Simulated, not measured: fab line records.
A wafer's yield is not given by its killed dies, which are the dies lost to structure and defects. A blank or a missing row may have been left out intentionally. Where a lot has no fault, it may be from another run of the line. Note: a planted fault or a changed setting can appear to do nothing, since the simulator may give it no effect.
Which tool did it? / flow nand harc / 24 lots with 72 wafers sampled at 3 steps, on a route of 1302 steps

WHAT THE GAUGES READ, wafer by wafer
NHARC_A_DECK1_JOINT_THK_MEAS_17: measures by ellipsometry.
lot=L074; measured=day 11 23:52; on=film metro-01; thk nm (nm)=44.6 45.2 46.2
lot=L076; measured=day 12 16:49; on=film metro-02; thk nm (nm)=43.2 44.1 47.0
lot=L075; measured=day 12 16:58; on=film metro-01; thk nm (nm)=44.2 43.8 44.9
lot=L077; measured=day 13 16:09; on=film metro-02; thk nm (nm)=45.9 45.9 46.2
lot=L078; measured=day 13 21:43; on=film metro-02; thk nm (nm)=46.6 45.6 45.8
lot=L079; measured=day 14 03:16; on=film metro-01; thk nm (nm)=43.8 44.7 44.3
lot=L080; measured=day 14 20:04; on=film metro-02; thk nm (nm)=44.2 45.2 44.6
lot=L081; measured=day 15 06:05; on=film metro-02; thk nm (nm)=42.1 44.3 46.0
lot=L082; measured=day 16 01:31; on=film metro-01; thk nm (nm)=45.3 46.6 44.8
lot=L083; measured=day 16 01:31; on=film metro-02; thk nm (nm)=44.0 46.0 44.9
lot=L084; measured=day 16 14:04; on=film metro-01; thk nm (nm)=43.6 46.0 43.8
lot=L085; measured=day 17 00:11; on=film metro-01; thk nm (nm)=46.6 44.4 46.0
lot=L086; measured=day 17 17:32; on=film metro-01; thk nm (nm)=46.4 44.0 44.3
lot=L087; measured=day 18 06:16; on=film metro-02; thk nm (nm)=44.7 44.9 44.5
lot=L088; measured=day 18 14:13; on=film metro-01; thk nm (nm)=45.2 47.4 45.3
lot=L089; measured=day 18 14:13; on=film metro-02; thk nm (nm)=45.0 44.7 43.0
lot=L090; measured=day 18 23:25; on=film metro-01; thk nm (nm)=45.5 46.4 44.1
lot=L091; measured=day 19 09:32; on=film metro-02; thk nm (nm)=45.2 44.0 44.2
lot=L092; measured=day 19 16:41; on=film metro-01; thk nm (nm)=44.5 43.4 44.0
lot=L093; measured=day 20 19:12; on=film metro-01; thk nm (nm)=42.7 43.4 45.6
lot=L094; measured=day 21 07:23; on=film metro-01; thk nm (nm)=45.8 45.6 44.6
lot=L096; measured=day 21 21:18; on=film metro-01; thk nm (nm)=45.0 43.3 44.4
lot=L095; measured=day 21 21:19; on=film metro-02; thk nm (nm)=45.5 44.8 46.6
lot=L097; measured=day 21 21:29; on=film metro-01; thk nm (nm)=46.1 45.9 46.8

NHARC_A_ONON_D2_THK_MEAS_34: measures by ellipsometry.
lot=L074; measured=day 12 17:56; on=film metro-01; thk nm (nm)=198.4 201.6 201.4
lot=L076; measured=day 13 05:58; on=film metro-02; thk nm (nm)=197.6 197.0 199.3
lot=L075; measured=day 13 05:59; on=film metro-01; thk nm (nm)=194.8 200.3 198.7
lot=L077; measured=day 14 05:07; on=film metro-01; thk nm (nm)=197.9 201.9 197.0
lot=L078; measured=day 14 12:31; on=film metro-02; thk nm (nm)=196.0 197.5 200.4
lot=L079; measured=day 14 17:48; on=film metro-01; thk nm (nm)=200.5 197.8 202.3
lot=L080; measured=day 15 09:56; on=film metro-01; thk nm (nm)=198.7 194.6 200.2
lot=L081; measured=day 15 20:21; on=film metro-02; thk nm (nm)=198.7 201.1 204.5
lot=L082; measured=day 16 14:34; on=film metro-01; thk nm (nm)=197.9 201.5 198.7
lot=L083; measured=day 16 14:45; on=film metro-01; thk nm (nm)=195.2 197.7 201.1
lot=L084; measured=day 17 03:38; on=film metro-01; thk nm (nm)=195.1 201.6 199.6
lot=L085; measured=day 17 13:17; on=film metro-01; thk nm (nm)=190.7 194.0 197.7
lot=L086; measured=day 18 06:58; on=film metro-02; thk nm (nm)=201.3 201.0 202.9
lot=L087; measured=day 18 19:19; on=film metro-02; thk nm (nm)=199.6 199.6 205.4
lot=L088; measured=day 19 03:23; on=film metro-01; thk nm (nm)=198.5 198.5 196.0
lot=L089; measured=day 19 03:25; on=film metro-02; thk nm (nm)=197.5 201.0 200.5
lot=L090; measured=day 19 12:41; on=film metro-02; thk nm (nm)=197.6 200.6 200.4
lot=L091; measured=day 19 22:58; on=film metro-01; thk nm (nm)=200.8 194.9 200.6
lot=L092; measured=day 20 06:23; on=film metro-02; thk nm (nm)=203.8 203.6 202.1
lot=L093; measured=day 21 08:31; on=film metro-01; thk nm (nm)=196.7 199.9 199.6
lot=L094; measured=day 21 20:55; on=film metro-02; thk nm (nm)=196.8 199.2 199.3
lot=L096; measured=day 22 10:59; on=film metro-01; thk nm (nm)=197.7 202.7 202.4
lot=L095; measured=day 22 10:57; on=film metro-02; thk nm (nm)=201.7 199.0 200.7
lot=L097; measured=day 22 10:57; on=film metro-01; thk nm (nm)=198.0 198.4 200.7

WHAT TOOL EACH LOT RAN ON (gives the tool, then ch and the chambers of the sampled wafers, and finally the start)
lot=L074; NHARC_A_ONON_D2_DEP_33=pecvd-02 ch 0,1, day 12 17:32
lot=L076; NHARC_A_ONON_D2_DEP_33=pecvd-01 ch 0,1,2, day 13 05:34
lot=L075; NHARC_A_ONON_D2_DEP_33=pecvd-02 ch 0,1,2, day 13 05:35
lot=L077; NHARC_A_ONON_D2_DEP_33=pecvd-04 ch 1,2, day 14 04:44
lot=L078; NHARC_A_ONON_D2_DEP_33=pecvd-02 ch 0,1, day 14 11:59
lot=L079; NHARC_A_ONON_D2_DEP_33=pecvd-01 ch 0,1,2, day 14 17:23
lot=L080; NHARC_A_ONON_D2_DEP_33=pecvd-04 ch 1,2, day 15 09:23
lot=L081; NHARC_A_ONON_D2_DEP_33=pecvd-01 ch 0,1, day 15 19:56
lot=L082; NHARC_A_ONON_D2_DEP_33=pecvd-02 ch 0,2, day 16 14:12
lot=L083; NHARC_A_ONON_D2_DEP_33=pecvd-04 ch 0,2, day 16 14:20
lot=L084; NHARC_A_ONON_D2_DEP_33=pecvd-01 ch 0,1,2, day 17 03:16
lot=L085; NHARC_A_ONON_D2_DEP_33=pecvd-01 ch 0,1,2, day 17 12:52
lot=L086; NHARC_A_ONON_D2_DEP_33=pecvd-01 ch 0,1,2, day 18 06:41
lot=L087; NHARC_A_ONON_D2_DEP_33=pecvd-02 ch 0,1,2, day 18 18:59
lot=L088; NHARC_A_ONON_D2_DEP_33=pecvd-01 ch 0,1,2, day 19 02:58
lot=L089; NHARC_A_ONON_D2_DEP_33=pecvd-02 ch 0,2, day 19 03:02
lot=L090; NHARC_A_ONON_D2_DEP_33=pecvd-04 ch 0,2, day 19 12:22
lot=L091; NHARC_A_ONON_D2_DEP_33=pecvd-02 ch 1,2, day 19 22:33
lot=L092; NHARC_A_ONON_D2_DEP_33=pecvd-01 ch 1,2, day 20 06:04
lot=L093; NHARC_A_ONON_D2_DEP_33=pecvd-01 ch 0,1, day 21 08:11
lot=L094; NHARC_A_ONON_D2_DEP_33=pecvd-04 ch 1,2, day 21 20:33
lot=L096; NHARC_A_ONON_D2_DEP_33=pecvd-02 ch 0,1, day 22 10:34
lot=L095; NHARC_A_ONON_D2_DEP_33=pecvd-04 ch 0,1,2, day 22 10:40
lot=L097; NHARC_A_ONON_D2_DEP_33=pecvd-01 ch 0,1, day 22 10:35
- NHARC_A_ONON_D2_DEP_33: deposits SiO2, target thk 200 nm.

WHAT THE TOOLS THEMSELVES READ (means of the sampled wafers that have a number; where no wafer has one, the mark that the record gives instead)
NHARC_A_ONON_D2_DEP_33.
lot=L074; tool=pecvd-02; heater power w (W)=564; throttle valve pct (%)=16.0
lot=L076; tool=pecvd-01; heater power w (W)=516; throttle valve pct (%)=16.2
lot=L075; tool=pecvd-02; heater power w (W)=577; throttle valve pct (%)=15.9
lot=L077; tool=pecvd-04; heater power w (W)=488; throttle valve pct (%)=15.9
lot=L078; tool=pecvd-02; heater power w (W)=660; throttle valve pct (%)=16.1
lot=L079; tool=pecvd-01; heater power w (W)=560; throttle valve pct (%)=16.0
lot=L080; tool=pecvd-04; heater power w (W)=515; throttle valve pct (%)=16.0
lot=L081; tool=pecvd-01; heater power w (W)=625; throttle valve pct (%)=16.6
lot=L082; tool=pecvd-02; heater power w (W)=543; throttle valve pct (%)=15.7
lot=L083; tool=pecvd-04; heater power w (W)=514; throttle valve pct (%)=15.7
lot=L084; tool=pecvd-01; heater power w (W)=566; throttle valve pct (%)=16.2
lot=L085; tool=pecvd-01; heater power w (W)=567; throttle valve pct (%)=16.1
lot=L086; tool=pecvd-01; heater power w (W)=559; throttle valve pct (%)=16.3
lot=L087; tool=pecvd-02; heater power w (W)=578; throttle valve pct (%)=15.7
lot=L088; tool=pecvd-01; heater power w (W)=561; throttle valve pct (%)=16.1
lot=L089; tool=pecvd-02; heater power w (W)=521; throttle valve pct (%)=15.1
lot=L090; tool=pecvd-04; heater power w (W)=522; throttle valve pct (%)=15.8
lot=L091; tool=pecvd-02; heater power w (W)=477; throttle valve pct (%)=16.2
lot=L092; tool=pecvd-01; heater power w (W)=527; throttle valve pct (%)=16.0
lot=L093; tool=pecvd-01; heater power w (W)=528; throttle valve pct (%)=16.3
lot=L094; tool=pecvd-04; heater power w (W)=598; throttle valve pct (%)=15.8
lot=L096; tool=pecvd-02; heater power w (W)=531; throttle valve pct (%)=16.4
lot=L095; tool=pecvd-04; heater power w (W)=516; throttle valve pct (%)=15.7
lot=L097; tool=pecvd-01; heater power w (W)=589; throttle valve pct (%)=16.2

THE ANSWER, worked out from the rows above alone
Rule: the usual values come from the lots themselves. Put in order of their means at a reading, lots are off if they are a third of the lots or fewer, leave a main group of 4 or more, and stand apart from it by a gap of 3 or more times the standard deviation of the main group's means; of several such gaps the widest counts. If all means in a main group match to the digits the tables above print for the reading, that group is not used. Also off: a lot with no number at a reading for which 4 or more lots have one. Where the step has rows for the other lots, those lots are counted as sound. The gauges are gone through in route order, then the tools' own readings, and for those a lot's mean is taken as printed above. The first step at which some lot is off is used, and at that step the reading that is off furthest; a lot without a number counts as furthest.
Across all readings shown, no lot is off: no conclusion can be drawn from this.

WHAT THE SIMULATOR HAD INSERTED
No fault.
